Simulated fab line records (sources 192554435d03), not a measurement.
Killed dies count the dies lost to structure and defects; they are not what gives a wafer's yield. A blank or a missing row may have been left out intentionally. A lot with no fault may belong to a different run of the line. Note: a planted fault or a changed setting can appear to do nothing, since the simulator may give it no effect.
What tool caused it? || flow n5 finfet || 36 wafers from 12 lots sampled at 5 of the route's 1938 steps

WHAT THE GAUGES SHOWED, per wafer
N5_BEOL_M3_THK_MEAS_53: measures by xrf.
{"lot": "L076", "measured": "day 7 12:25", "on": "film metro-02", "M3_THK (nm)": "40.6 41.0 41.8"}
{"lot": "L077", "measured": "day 8 00:22", "on": "film metro-02", "M3_THK (nm)": "38.8 41.9 39.7"}
{"lot": "L079", "measured": "day 8 22:02", "on": "film metro-01", "M3_THK (nm)": "38.7 38.1 42.7"}
{"lot": "L082", "measured": "day 9 12:35", "on": "film metro-02", "M3_THK (nm)": "40.4 39.4 43.2"}
{"lot": "L083", "measured": "day 9 16:27", "on": "film metro-01", "M3_THK (nm)": "40.0 41.0 41.4"}
{"lot": "L085", "measured": "day 10 07:40", "on": "film metro-02", "M3_THK (nm)": "40.0 40.3 40.3"}
{"lot": "L087", "measured": "day 11 03:00", "on": "film metro-01", "M3_THK (nm)": "40.3 41.3 42.8"}
{"lot": "L090", "measured": "day 11 15:41", "on": "film metro-01", "M3_THK (nm)": "39.2 42.6 43.9"}
{"lot": "L091", "measured": "day 11 23:01", "on": "film metro-02", "M3_THK (nm)": "38.1 37.2 38.9"}
{"lot": "L094", "measured": "day 12 10:46", "on": "film metro-01", "M3_THK (nm)": "42.7 42.7 45.9"}
{"lot": "L095", "measured": "day 12 15:18", "on": "film metro-01", "M3_THK (nm)": "38.2 39.6 39.3"}
{"lot": "L097", "measured": "day 13 15:55", "on": "film metro-02", "M3_THK (nm)": "35.8 42.1 41.7"}

WHICH TOOL RAN EACH LOT (tool, then ch and the chambers of the sampled wafers, then the start)
{"lot": "L076", "N5_BEOL_M3_SPUTTER_79": "pvd sputter-02, day 7 10:02", "N5_BEOL_M3_SPUTTER_81": "pvd sputter-02, day 7 10:16", "N5_BEOL_M3_SPUTTER_94": "pvd sputter-02, day 7 11:22", "N5_BEOL_M3_ANNEAL_95": "pvd sputter-02, day 7 11:26"}
{"lot": "L077", "N5_BEOL_M3_SPUTTER_79": "pvd sputter-03, day 7 21:58", "N5_BEOL_M3_SPUTTER_81": "pvd sputter-03, day 7 22:11", "N5_BEOL_M3_SPUTTER_94": "pvd sputter-03, day 7 23:17", "N5_BEOL_M3_ANNEAL_95": "pvd sputter-03, day 7 23:22"}
{"lot": "L079", "N5_BEOL_M3_SPUTTER_79": "pvd sputter-01, day 8 16:19", "N5_BEOL_M3_SPUTTER_81": "pvd sputter-01, day 8 16:32", "N5_BEOL_M3_SPUTTER_94": "pvd sputter-01, day 8 17:38", "N5_BEOL_M3_ANNEAL_95": "pvd sputter-01, day 8 17:43"}
{"lot": "L082", "N5_BEOL_M3_SPUTTER_79": "pvd sputter-02, day 9 08:09", "N5_BEOL_M3_SPUTTER_81": "pvd sputter-02, day 9 08:22", "N5_BEOL_M3_SPUTTER_94": "pvd sputter-02, day 9 09:28", "N5_BEOL_M3_ANNEAL_95": "pvd sputter-02, day 9 09:33"}
{"lot": "L083", "N5_BEOL_M3_SPUTTER_79": "pvd sputter-03, day 9 10:56", "N5_BEOL_M3_SPUTTER_81": "pvd sputter-03, day 9 11:10", "N5_BEOL_M3_SPUTTER_94": "pvd sputter-03, day 9 12:16", "N5_BEOL_M3_ANNEAL_95": "pvd sputter-03, day 9 12:20"}
{"lot": "L085", "N5_BEOL_M3_SPUTTER_79": "pvd sputter-02, day 10 05:21", "N5_BEOL_M3_SPUTTER_81": "pvd sputter-02, day 10 05:34", "N5_BEOL_M3_SPUTTER_94": "pvd sputter-02, day 10 06:40", "N5_BEOL_M3_ANNEAL_95": "pvd sputter-02, day 10 06:45"}
{"lot": "L087", "N5_BEOL_M3_SPUTTER_79": "pvd sputter-01, day 11 00:41", "N5_BEOL_M3_SPUTTER_81": "pvd sputter-01, day 11 00:54", "N5_BEOL_M3_SPUTTER_94": "pvd sputter-01, day 11 02:00", "N5_BEOL_M3_ANNEAL_95": "pvd sputter-01, day 11 02:05"}
{"lot": "L090", "N5_BEOL_M3_SPUTTER_79": "pvd sputter-02, day 11 13:17", "N5_BEOL_M3_SPUTTER_81": "pvd sputter-02, day 11 13:31", "N5_BEOL_M3_SPUTTER_94": "pvd sputter-02, day 11 14:37", "N5_BEOL_M3_ANNEAL_95": "pvd sputter-02, day 11 14:41"}
{"lot": "L091", "N5_BEOL_M3_SPUTTER_79": "pvd sputter-03, day 11 20:41", "N5_BEOL_M3_SPUTTER_81": "pvd sputter-03, day 11 20:55", "N5_BEOL_M3_SPUTTER_94": "pvd sputter-03, day 11 22:01", "N5_BEOL_M3_ANNEAL_95": "pvd sputter-03, day 11 22:05"}
{"lot": "L094", "N5_BEOL_M3_SPUTTER_79": "pvd sputter-02, day 12 08:26", "N5_BEOL_M3_SPUTTER_81": "pvd sputter-02, day 12 08:39", "N5_BEOL_M3_SPUTTER_94": "pvd sputter-02, day 12 09:45", "N5_BEOL_M3_ANNEAL_95": "pvd sputter-02, day 12 09:50"}
{"lot": "L095", "N5_BEOL_M3_SPUTTER_79": "pvd sputter-03, day 12 12:58", "N5_BEOL_M3_SPUTTER_81": "pvd sputter-03, day 12 13:11", "N5_BEOL_M3_SPUTTER_94": "pvd sputter-03, day 12 14:17", "N5_BEOL_M3_ANNEAL_95": "pvd sputter-03, day 12 14:22"}
{"lot": "L097", "N5_BEOL_M3_SPUTTER_79": "pvd sputter-02, day 13 13:35", "N5_BEOL_M3_SPUTTER_81": "pvd sputter-02, day 13 13:49", "N5_BEOL_M3_SPUTTER_94": "pvd sputter-02, day 13 14:55", "N5_BEOL_M3_ANNEAL_95": "pvd sputter-02, day 13 14:59"}
- N5_BEOL_M3_SPUTTER_79: material Cu, target thk 4.5 nm, time 8.29 s.
- N5_BEOL_M3_SPUTTER_81: material Cu, target thk 4.5 nm, time 8.29 s.
- N5_BEOL_M3_SPUTTER_94: material Cu, target thk 4.5 nm, time 8.29 s.
- N5_BEOL_M3_ANNEAL_95: time 240 s.

THE ANSWER, worked out from the rows above alone
Rule: usual is defined by the lots themselves. Put in order of their means at a reading, lots are off if they are a third of the lots or fewer, leave a main group of 4 or more, and stand apart from it by a gap of 3 or more times the standard deviation of the main group's means; of several such gaps the widest counts. A main group whose means are all the same, to the digits that the tables above print for the reading, isn't used. A lot without any number at a reading at which 4 lots or more have one is off too. Where the step has rows for the other lots, those lots are counted as sound.
Across all readings shown, no lot is off: no conclusion can be drawn from this.

WHAT THE SIMULATOR PUT IN
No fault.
